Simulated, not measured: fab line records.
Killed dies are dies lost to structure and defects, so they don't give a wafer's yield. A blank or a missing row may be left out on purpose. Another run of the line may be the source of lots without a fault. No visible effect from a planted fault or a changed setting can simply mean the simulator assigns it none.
Chamber matching || flow n5 finfet || N5_MOL_CONTACT_COAG_DESCUM_45 on rie diel-03: 4 sister chambers
The step chemistry O2, time 7 s. 4 wafers are shown with their chamber, then 8 later ones without.

== EACH WAFER AND ITS CHAMBER ==
{"wafer": "L089.3", "chamber": 3, "showerhead plenum p Torr (Torr)": 1.98}
{"wafer": "L090.2", "chamber": 0, "showerhead plenum p Torr (Torr)": 2.06}
{"wafer": "L090.6", "chamber": 1, "showerhead plenum p Torr (Torr)": 2.19}
{"wafer": "L092.1", "chamber": 2, "showerhead plenum p Torr (Torr)": 1.99}

== WAFERS WITH NO CHAMBER GIVEN ==
{"wafer": "L092.3", "showerhead plenum p Torr (Torr)": 2.19}
{"wafer": "L092.6", "showerhead plenum p Torr (Torr)": 2.19}
{"wafer": "L093.3", "showerhead plenum p Torr (Torr)": 2.19}
{"wafer": "L093.5", "showerhead plenum p Torr (Torr)": 1.98}
{"wafer": "L093.6", "showerhead plenum p Torr (Torr)": 2.06}
{"wafer": "L096.1", "showerhead plenum p Torr (Torr)": 1.97}
{"wafer": "L096.2", "showerhead plenum p Torr (Torr)": 2.19}
{"wafer": "L096.4", "showerhead plenum p Torr (Torr)": 2.06}

== WHICH CHAMBER EACH WENT THROUGH ==
{"wafer": "L092.3", "from the rows above": 1, "in truth": 1}
{"wafer": "L092.6", "from the rows above": 1, "in truth": 1}
{"wafer": "L093.3", "from the rows above": 1, "in truth": 1}
{"wafer": "L093.5", "from the rows above": 3, "in truth": 3}
{"wafer": "L093.6", "from the rows above": 0, "in truth": 0}
{"wafer": "L096.1", "from the rows above": 3, "in truth": 3}
{"wafer": "L096.2", "from the rows above": 1, "in truth": 1}
{"wafer": "L096.4", "from the rows above": 0, "in truth": 0}
Placed correctly: 8 of 8. Can't be placed from these rows: 0. 0 placed wrongly.
How it was worked out, from the rows above alone: a wafer's distance from a chamber is the root of the sum, over the readings, of the square of ((its reading less the chamber's mean) divided by the reading's scatter). If the next closest chamber is less than 2 further off than the closest, the wafer can't be placed; otherwise it belongs to the closest. A chamber's mean is the mean of its shown wafers. The scatter: root of mean squared gap, hidden wafer to nearest shown wafer, with one shown wafer a chamber.
